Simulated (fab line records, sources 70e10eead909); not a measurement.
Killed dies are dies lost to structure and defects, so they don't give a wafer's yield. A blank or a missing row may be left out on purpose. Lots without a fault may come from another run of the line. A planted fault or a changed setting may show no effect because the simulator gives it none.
Which tool did it? | flow nand_harc | 24 lots, 72 wafers sampled, at 6 steps of a route of 1302

WHAT THE GAUGES READ, wafer by wafer
NHARC_A_ONON_D2_THK_MEAS_05: measures by ellipsometry.
lot  | measured     | on            | thk_nm (nm)
L074 | day 12 17:19 | film_metro-02 | 1000 1001 1000
L075 | day 12 17:19 | film_metro-01 | 997 996 996
L076 | day 13 11:43 | film_metro-01 | 1010 1011 1011
L077 | day 13 11:38 | film_metro-01 | 1016 1017 1018
L079 | day 14 11:48 | film_metro-02 | 990 991 992
L078 | day 14 06:02 | film_metro-01 | 1015 1014 1014
L080 | day 14 18:38 | film_metro-01 | 989 988 985
L081 | day 15 04:45 | film_metro-01 | 1005 1004 1004
L082 | day 15 21:53 | film_metro-02 | 993 992 995
L083 | day 15 21:53 | film_metro-01 | 999 997 999
L084 | day 16 22:16 | film_metro-01 | 1004 1007 1005
L086 | day 17 02:12 | film_metro-01 | 996 998 996
L085 | day 17 02:11 | film_metro-01 | 1002 1004 1002
L087 | day 17 20:07 | film_metro-01 | 1020 1020 1020
L089 | day 18 07:01 | film_metro-01 | 1000 1001 1000
L088 | day 18 16:04 | film_metro-02 | 1005 1003 1002
L090 | day 19 10:00 | film_metro-02 | 994 995 995
L091 | day 19 10:00 | film_metro-01 | 978 979 979
L092 | day 20 05:50 | film_metro-01 | 998 1000 998
L093 | day 20 21:05 | film_metro-01 | 999 997 998
L095 | day 20 21:00 | film_metro-01 | 990 990 991
L094 | day 20 21:00 | film_metro-02 | 1018 1017 1019
L096 | day 21 02:32 | film_metro-02 | 1004 1004 1004
L097 | day 22 12:26 | film_metro-02 | 999 999 999

NHARC_A_ONON_D2_THK_MEAS_14: measures by ellipsometry.
lot  | measured     | on            | thk_nm (nm)
L074 | day 12 19:01 | film_metro-02 | 999 998 998
L075 | day 12 19:01 | film_metro-01 | 986 988 987
L076 | day 13 13:25 | film_metro-01 | 987 988 986
L077 | day 13 13:19 | film_metro-01 | 1031 1027 1028
L079 | day 14 13:30 | film_metro-02 | 982 980 981
L078 | day 14 07:44 | film_metro-02 | 980 979 979
L080 | day 14 20:20 | film_metro-01 | 1002 1004 999
L081 | day 15 06:27 | film_metro-01 | 993 991 990
L082 | day 15 23:35 | film_metro-01 | 1019 1018 1018
L083 | day 15 23:35 | film_metro-02 | 995 997 997
L084 | day 16 23:58 | film_metro-01 | 998 997 998
L086 | day 17 03:55 | film_metro-01 | 1004 1004 1007
L085 | day 17 03:52 | film_metro-01 | 1004 1002 1006
L087 | day 17 21:49 | film_metro-01 | 1005 1005 1003
L089 | day 18 08:46 | film_metro-01 | 1007 1006 1004
L088 | day 18 17:46 | film_metro-02 | 987 987 989
L090 | day 19 11:42 | film_metro-02 | 999 998 1000
L091 | day 19 11:42 | film_metro-01 | 1002 1003 1004
L092 | day 20 07:33 | film_metro-01 | 1000 1000 1001
L093 | day 20 22:46 | film_metro-01 | 1018 1019 1019
L095 | day 20 22:43 | film_metro-01 | 984 983 983
L094 | day 20 22:42 | film_metro-02 | 990 989 991
L096 | day 21 04:13 | film_metro-02 | 1007 1010 1007
L097 | day 22 14:10 | film_metro-01 | 1016 1018 1017

NHARC_A_ONON_D2_THK_MEAS_27: measures by ellipsometry.
lot  | measured     | on            | thk_nm (nm)
L074 | day 13 05:23 | film_metro-01 | 1006 1006 1007
L075 | day 13 05:23 | film_metro-02 | 1004 1004 1006
L076 | day 13 22:26 | film_metro-02 | 988 991 990
L077 | day 13 22:26 | film_metro-01 | 995 996 997
L079 | day 14 22:35 | film_metro-02 | 1011 1012 1012
L078 | day 14 17:07 | film_metro-02 | 1017 1015 1016
L080 | day 15 07:01 | film_metro-02 | 993 992 993
L081 | day 15 15:30 | film_metro-01 | 998 997 998
L082 | day 16 09:23 | film_metro-02 | 995 994 996
L083 | day 16 09:44 | film_metro-02 | 997 997 997
L084 | day 17 09:56 | film_metro-01 | 978 980 981
L086 | day 17 14:47 | film_metro-02 | 1002 1001 1002
L085 | day 17 14:46 | film_metro-01 | 1012 1011 1012
L087 | day 18 07:15 | film_metro-01 | 1010 1010 1010
L089 | day 18 18:30 | film_metro-01 | 1004 1003 1001
L088 | day 19 03:28 | film_metro-01 | 980 983 981
L090 | day 19 22:34 | film_metro-01 | 1002 1001 1001
L091 | day 19 22:55 | film_metro-02 | 1001 1002 1000
L092 | day 20 16:44 | film_metro-01 | 1000 1000 1000
L093 | day 21 08:05 | film_metro-01 | 997 1000 995
L095 | day 21 08:04 | film_metro-02 | 1004 1004 1005
L094 | day 21 08:04 | film_metro-02 | 1009 1010 1010
L096 | day 21 13:37 | film_metro-01 | 997 993 997
L097 | day 23 00:05 | film_metro-02 | 1009 1007 1006

NHARC_A_CHANNEL_HOLE_D2_INSPECT_12.
lot  | measured     | on                | raw_defect_count
L074 | day 13 10:37 | defect_inspect-02 | 8 7 9
L075 | day 13 11:47 | defect_inspect-01 | 46 64 56
L076 | day 14 02:21 | defect_inspect-02 | 58 60 48
L077 | day 14 04:14 | defect_inspect-02 | 55 53 57
L079 | day 15 02:36 | defect_inspect-02 | 44 52 51
L078 | day 14 21:31 | defect_inspect-02 | 9 15 8
L080 | day 15 12:31 | defect_inspect-01 | 7 6 2
L081 | day 15 19:32 | defect_inspect-01 | 5 5 7
L082 | day 16 13:24 | defect_inspect-01 | 6 12 4
L083 | day 16 15:18 | defect_inspect-02 | 58 61 50
L084 | day 17 13:52 | defect_inspect-01 | 71 45 54
L086 | day 17 19:50 | defect_inspect-02 | 10 7 17
L085 | day 17 21:28 | defect_inspect-01 | 58 59 57
L087 | day 18 11:37 | defect_inspect-01 | 54 54 46
L089 | day 19 03:31 | defect_inspect-01 | 7 11 14
L088 | day 19 09:41 | defect_inspect-02 | 54 50 51
L090 | day 20 05:51 | defect_inspect-01 | 58 69 61
L091 | day 20 06:23 | defect_inspect-01 | 17 16 19
L092 | day 20 20:40 | defect_inspect-02 | 14 19 25
L093 | day 21 18:25 | defect_inspect-01 | 16 15 15
L095 | day 21 17:32 | defect_inspect-02 | 21 25 16
L094 | day 21 16:25 | defect_inspect-01 | 7 7 4
L096 | day 21 22:02 | defect_inspect-01 | 13 28 22
L097 | day 23 04:01 | defect_inspect-02 | 5 7 5

WHICH TOOL RAN EACH LOT (tool, then ch and the chambers of the sampled wafers, then the start)
lot  | NHARC_A_CHANNEL_HOLE_D1_ETCH_21  | NHARC_A_DECK1_JOINT_ETCHBACK_00
L074 | har_etch-01 ch 0,1, day 8 15:32  | rie_si-05 ch 0,3, day 11 10:35
L075 | har_etch-02 ch 0,1, day 8 21:28  | rie_si-02 ch 0,2,3, day 11 14:35
L076 | har_etch-02 ch 0,1, day 9 13:33  | rie_si-04 ch 0,1,3, day 12 10:56
L077 | har_etch-02 ch 0,1, day 9 17:40  | rie_si-05 ch 0,1, day 12 10:56
L079 | har_etch-02 ch 0, day 10 15:12   | rie_si-04 ch 0,2,3, day 13 14:10
L078 | har_etch-01 ch 0,1, day 10 15:50 | rie_si-02 ch 0,3, day 13 07:49
L080 | har_etch-01 ch 0,1, day 11 01:34 | rie_si-02 ch 0,2, day 13 19:23
L081 | har_etch-01 ch 0,1, day 11 07:23 | rie_si-05 ch 0,3, day 14 02:09
L082 | har_etch-01 ch 0,1, day 12 03:05 | rie_si-02 ch 0,1,2, day 14 20:53
L083 | har_etch-02 ch 0,1, day 12 04:51 | rie_si-05 ch 0,3, day 14 20:53
L084 | har_etch-02 ch 0,1, day 12 20:58 | rie_si-02 ch 0,2, day 15 17:20
L086 | har_etch-01 ch 0,1, day 13 09:34 | rie_si-04 ch 1,2,3, day 16 02:09
L085 | har_etch-02 ch 1, day 13 10:17   | rie_si-02 ch 0,1,3, day 16 02:10
L087 | har_etch-02 ch 0,1, day 14 00:16 | rie_si-05 ch 2,3, day 16 16:16
L089 | har_etch-01 ch 0,1, day 14 13:33 | rie_si-05 ch 2,3, day 17 06:28
L088 | har_etch-02 ch 1, day 14 14:37   | rie_si-04 ch 0,1,3, day 17 13:22
L090 | har_etch-02 ch 1, day 15 12:24   | rie_si-04 ch 0,2, day 18 03:51
L091 | har_etch-01 ch 0,1, day 15 12:56 | rie_si-02 ch 0,1,3, day 18 03:52
L092 | har_etch-01 ch 0,1, day 16 10:08 | rie_si-04 ch 0,2,3, day 19 07:07
L093 | har_etch-01 ch 0,1, day 17 02:31 | rie_si-04 ch 1,2,3, day 19 23:26
L095 | har_etch-01 ch 0,1, day 17 06:37 | rie_si-05 ch 0,2, day 19 23:23
L094 | har_etch-02 ch 1, day 17 10:30   | rie_si-05 ch 0,2,3, day 19 23:33
L096 | har_etch-01 ch 0,1, day 17 12:31 | rie_si-04 ch 1,2,3, day 20 04:37
L097 | har_etch-02 ch 0,1, day 18 11:25 | rie_si-02 ch 0,1,2, day 21 08:02
- NHARC_A_CHANNEL_HOLE_D1_ETCH_21: etches the open film in C4F8/O2/Ar, time 514.3 s, target depth 1600 nm.
- NHARC_A_DECK1_JOINT_ETCHBACK_00: etches the open film in HBr, target depth 30 nm, time 17.4 s.

WHAT THE TOOLS THEMSELVES READ (means of the sampled wafers that have a number; where no wafer has one, the mark that the record gives instead)
NHARC_A_CHANNEL_HOLE_D1_ETCH_21.
lot  | tool        | chamber_pressure_mTorr (mTorr) | drypump_motor_current_A (A) | he_backside_leak_sccm (sccm) | showerhead_plenum_p_Torr (Torr) | throttle_valve_pct (%)
L074 | har_etch-01 | 19.992                         | 5.0                         | 8.2                          | 3.78                            | 32.150
L075 | har_etch-02 | 19.993                         | 6.3                         | 6.6                          | 3.67                            | 32.156
L076 | har_etch-02 | 19.996                         | 6.3                         | 6.7                          | 3.67                            | 32.158
L077 | har_etch-02 | 20.002                         | 6.5                         | 7.1                          | 3.57                            | 32.158
L079 | har_etch-02 | 19.992                         | 6.7                         | 7.8                          | 3.46                            | 32.161
L078 | har_etch-01 | 20.002                         | 5.1                         | 6.2                          | 3.77                            | 32.154
L080 | har_etch-01 | 19.980                         | 5.1                         | 6.5                          | 3.76                            | 32.162
L081 | har_etch-01 | 19.993                         | 5.1                         | 6.3                          | 3.76                            | 32.156
L082 | har_etch-01 | 20.022                         | 5.1                         | 6.6                          | 3.75                            | 32.157
L083 | har_etch-02 | 20.011                         | 6.3                         | 6.9                          | 3.65                            | 32.159
L084 | har_etch-02 | 20.009                         | 6.5                         | 7.3                          | 3.55                            | 32.160
L086 | har_etch-01 | 20.008                         | 5.2                         | 6.4                          | 3.80                            | 32.152
L085 | har_etch-02 | 19.997                         | 6.1                         | 6.7                          | 3.74                            | 32.157
L087 | har_etch-02 | 20.000                         | 6.5                         | 7.3                          | 3.54                            | 32.154
L089 | har_etch-01 | 19.991                         | 5.2                         | 6.5                          | 3.79                            | 32.158
L088 | har_etch-02 | 20.001                         | 6.1                         | 6.5                          | 3.72                            | 32.157
L090 | har_etch-02 | 19.993                         | 6.1                         | 6.7                          | 3.72                            | 32.164
L091 | har_etch-01 | 20.002                         | 5.2                         | 6.8                          | 3.78                            | 32.154
L092 | har_etch-01 | 20.007                         | 5.2                         | 6.8                          | 3.78                            | 32.156
L093 | har_etch-01 | 20.000                         | 5.2                         | 7.1                          | 3.77                            | 32.147
L095 | har_etch-01 | 19.989                         | 5.2                         | 7.1                          | 3.76                            | 32.152
L094 | har_etch-02 | 19.995                         | 6.1                         | 5.5                          | 3.71                            | 32.145
L096 | har_etch-01 | 19.998                         | 5.1                         | 7.0                          | 3.71                            | 32.159
L097 | har_etch-02 | 20.006                         | 6.5                         | 5.2                          | 3.85                            | 32.154

NHARC_A_DECK1_JOINT_ETCHBACK_00.
lot  | tool      | chamber_pressure_mTorr (mTorr) | drypump_motor_current_A (A) | he_backside_leak_sccm (sccm) | oes_product_au (a.u.) | throttle_valve_pct (%)
L074 | rie_si-05 | 15.014                         | 5.6                         | 2.5                          | 0.997                 | 23.278
L075 | rie_si-02 | 15.004                         | 6.1                         | 2.8                          | 1.000                 | 23.275
L076 | rie_si-04 | 15.010                         | 5.6                         | 2.7                          | 0.997                 | 23.283
L077 | rie_si-05 | 15.002                         | 6.3                         | 2.9                          | 0.999                 | 23.266
L079 | rie_si-04 | 14.994                         | 5.3                         | 2.9                          | 0.993                 | 23.267
L078 | rie_si-02 | 14.990                         | 6.2                         | 2.9                          | 1.005                 | 23.272
L080 | rie_si-02 | 15.010                         | 6.0                         | 2.8                          | 1.000                 | 23.266
L081 | rie_si-05 | 14.996                         | 5.6                         | 2.5                          | 0.997                 | 23.266
L082 | rie_si-02 | 14.999                         | 5.8                         | 2.8                          | 0.998                 | 23.269
L083 | rie_si-05 | 15.015                         | 5.6                         | 2.4                          | 0.996                 | 23.274
L084 | rie_si-02 | 15.016                         | 6.0                         | 2.9                          | 0.991                 | 23.263
L086 | rie_si-04 | 14.996                         | 5.4                         | 2.5                          | 0.994                 | 23.264
L085 | rie_si-02 | 15.006                         | 6.0                         | 2.8                          | 0.998                 | 23.263
L087 | rie_si-05 | 15.019                         | 5.6                         | 2.7                          | 1.006                 | 23.268
L089 | rie_si-05 | 14.991                         | 5.9                         | 2.7                          | 0.994                 | 23.257
L088 | rie_si-04 | 14.998                         | 5.6                         | 2.8                          | 0.993                 | 23.264
L090 | rie_si-04 | 14.995                         | 5.1                         | 2.7                          | 0.991                 | 23.264
L091 | rie_si-02 | 15.005                         | 6.0                         | 2.6                          | 1.009                 | 23.257
L092 | rie_si-04 | 15.004                         | 5.3                         | 2.8                          | 0.987                 | 23.264
L093 | rie_si-04 | 14.999                         | 5.4                         | 2.5                          | 0.995                 | 23.263
L095 | rie_si-05 | 14.997                         | 6.2                         | 2.8                          | 1.008                 | 23.268
L094 | rie_si-05 | 15.002                         | 5.9                         | 2.6                          | 1.002                 | 23.268
L096 | rie_si-04 | 15.011                         | 5.4                         | 2.6                          | 0.999                 | 23.264
L097 | rie_si-02 | 15.005                         | 5.8                         | 2.7                          | 1.002                 | 23.267

THE ANSWER, worked out from the rows above alone
Rule: what is usual is taken from the lots themselves. Put in order of their means at a reading, lots are off if they are a third of the lots or fewer, leave a main group of 4 or more, and stand apart from it by a gap of 3 or more times the standard deviation of the main group's means; of several such gaps the widest counts. A main group whose means are all the same, to the digits that the tables above print for the reading, isn't used. A lot without any number at a reading at which 4 lots or more have one is off too. The other lots that the step has rows for count as sound. The gauges are gone through in route order, then the tools' own readings, and for those a lot's mean is taken as printed above. The first step at which some lot is off is used, and at that step the reading that is off furthest; a lot without a number counts as furthest.
No lot is off at any reading shown: from this, nothing can be told.

WHAT THE SIMULATOR HAD PUT IN
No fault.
